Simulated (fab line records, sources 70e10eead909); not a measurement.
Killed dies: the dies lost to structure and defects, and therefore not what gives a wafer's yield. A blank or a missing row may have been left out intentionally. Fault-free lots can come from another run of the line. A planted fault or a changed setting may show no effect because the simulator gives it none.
Chamber matching | flow nand-harc | NHARC_THIN_TSV_DEP_47 on pecvd-04: 3 sister chambers
The step deposits SiO2, target thk 200 nm. 14 wafers are shown with their chamber, then 7 later ones without.

## WAFERS, EACH WITH ITS CHAMBER
wafer  | chamber | throttle-valve-pct (%) | mfc-precursor-sccm (sccm)
L361.1 | 1       | 17.0                   | 161.7
L361.3 | 2       | 15.8                   | 160.3
L361.4 | 0       | 15.8                   | 161.1
L362.2 | 2       | 15.7                   | 161.2
L362.3 | 0       | 16.0                   | 161.9
L362.6 | 1       | 17.2                   | 161.4
L364.1 | 2       | 15.7                   | 161.9
L364.4 | 0       | 15.4                   | 161.7
L364.5 | 2       | 15.8                   | 161.5
L363.2 | 2       | 15.9                   | 161.4
L363.3 | 0       | 15.6                   | 161.3
L363.6 | 2       | 15.7                   | 161.5
L374.2 | 1       | 16.5                   | 161.9
L374.3 | 2       | 15.5                   | 161.3

SIGNATURES, as means of the wafers listed above
reading            | chamber 0 | chamber 1 | chamber 2 | scatter within a chamber
throttle-valve-pct | 15.700    | 16.900    | 15.729    | 0.224
mfc-precursor-sccm | 161.500   | 161.667   | 161.300   | 0.425
Rule: a wafer's distance from a chamber is the root of the sum, over the readings, of the square of ((its reading less the chamber's mean) divided by the reading's scatter). If the next closest chamber is less than 2 further off than the closest, the wafer can't be placed; otherwise it belongs to the closest. The scatter is the square root of a quotient: the sum, over the shown wafers, of each reading's squared deviation from its chamber's mean, divided by wafers minus chambers.

## WAFERS WITH NO CHAMBER GIVEN
wafer  | throttle-valve-pct (%) | mfc-precursor-sccm (sccm)
L374.5 | 15.9                   | 161.8
L375.2 | 15.5                   | 161.4
L375.3 | 16.6                   | 160.8
L375.4 | 15.6                   | 160.4
L381.2 | 15.6                   | 162.0
L381.4 | 15.7                   | 161.1
L381.5 | 16.6                   | 161.4

## WHICH CHAMBER EACH WENT THROUGH
wafer  | from the rows above          | in truth
L374.5 | can't be placed: 0 or 2      | 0
L375.2 | can't be placed: 0 or 2      | 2
L375.3 | can't be placed: 1 or 2 or 0 | 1
L375.4 | can't be placed: 2 or 0      | 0
L381.2 | can't be placed: 0 or 2      | 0
L381.4 | can't be placed: 2 or 0      | 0
L381.5 | 1                            | 1
1 of 7 placed correctly. Cannot be placed on the basis of these rows: 6; the candidates contain the true chamber in 6. Placed wrongly: 0.
